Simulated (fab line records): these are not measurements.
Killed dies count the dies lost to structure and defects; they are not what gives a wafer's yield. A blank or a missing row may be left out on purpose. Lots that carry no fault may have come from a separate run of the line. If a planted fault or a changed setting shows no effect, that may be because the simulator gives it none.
A struck lot beside a sound one || flow nandHarc || 13 steps out of a route of 1302
Sound: these wafers, L367.1, L367.2, L367.6. Wafers struck: L381.1, L381.2, L381.4. The cause comes at the end.
For every step that has rows: the tool of each side, followed by ch and its chambers, followed by its first start. Under that, the readings that differ: sound wafers || struck wafers || difference of the means || sigmas: that difference in standard deviations of wafers without a fault.
alike: words and numbers the same on both sides, and readings whose means are apart by under 2 such deviations; not compared: readings that were withheld, readings missing a value for some wafer, numbers with overlapping values and no deviation given by the record, and bounds like >300 which may hide the same value.
A row with sigmas, a row that says differs or no value, or rows on one side alone: a step with any of these is where the two part. Numbers that have no deviation but don't overlap get no sigmas and don't part them. A reading that every wafer of one side lacks parts them only if that side has two wafers or more.

first, 1 step without rows for these wafers: NHARC_A_M0_SRD_25.
NHARC_A_M0_INSPECT_27:
  sound on defectInspect-02 at day 26 02:10; struck on defectInspect-01 at day 31 20:08
  alike: rawDefectCount
NHARC_A_M0_PRE_CLEAN_31: time 12 s.
  sound on pecvd-03 ch 1,2, day 26 02:14; struck on pecvd-04 ch 0,1,2, day 31 20:25
  alike: heaterPowerW
NHARC_A_M0_DEP_32: deposits SiCN, target thk 30 nm.
  sound on pecvd-03 ch 1,2, day 26 02:19; struck on pecvd-04 ch 0,1,2, day 31 20:29
  alike: heaterPowerW
then, 7 steps without rows for these wafers: NHARC_A_M1_DEP_00 (deposits SiOC, target thk 182.5 nm); NHARC_A_M1_DEHYDRATE_01 (time 120 s); NHARC_A_M1_HMDS_02 (time 30 s); NHARC_A_M1_COAT_34 (time 65 s); NHARC_A_M1_COAT_03 (resist thk 90 nm); NHARC_A_M1_SOFTBAKE_04 (time 55 s); NHARC_A_M1_EBR_05.
NHARC_A_M1_EXPOSE_06: exposes mask A M1, target cd 120 nm.
  sound on arfiScanner-01 ch 0, day 26 03:17; struck on arfiScanner-01, day 31 21:35
  no value came back on the struck wafers for exposureDoseMJCm2, focusOffsetNm (nm), reticleTempC (C); on the sound wafers exposureDoseMJCm2 reads 75.12 75.07 75.04
  alike: mask
then, 1 step without rows for these wafers: NHARC_A_M1_PEB_07 (peb time 65 s).

WHERE THEY PART
Only at NHARC_A_M1_EXPOSE_06, within this record.

WHY: what the simulator had put in
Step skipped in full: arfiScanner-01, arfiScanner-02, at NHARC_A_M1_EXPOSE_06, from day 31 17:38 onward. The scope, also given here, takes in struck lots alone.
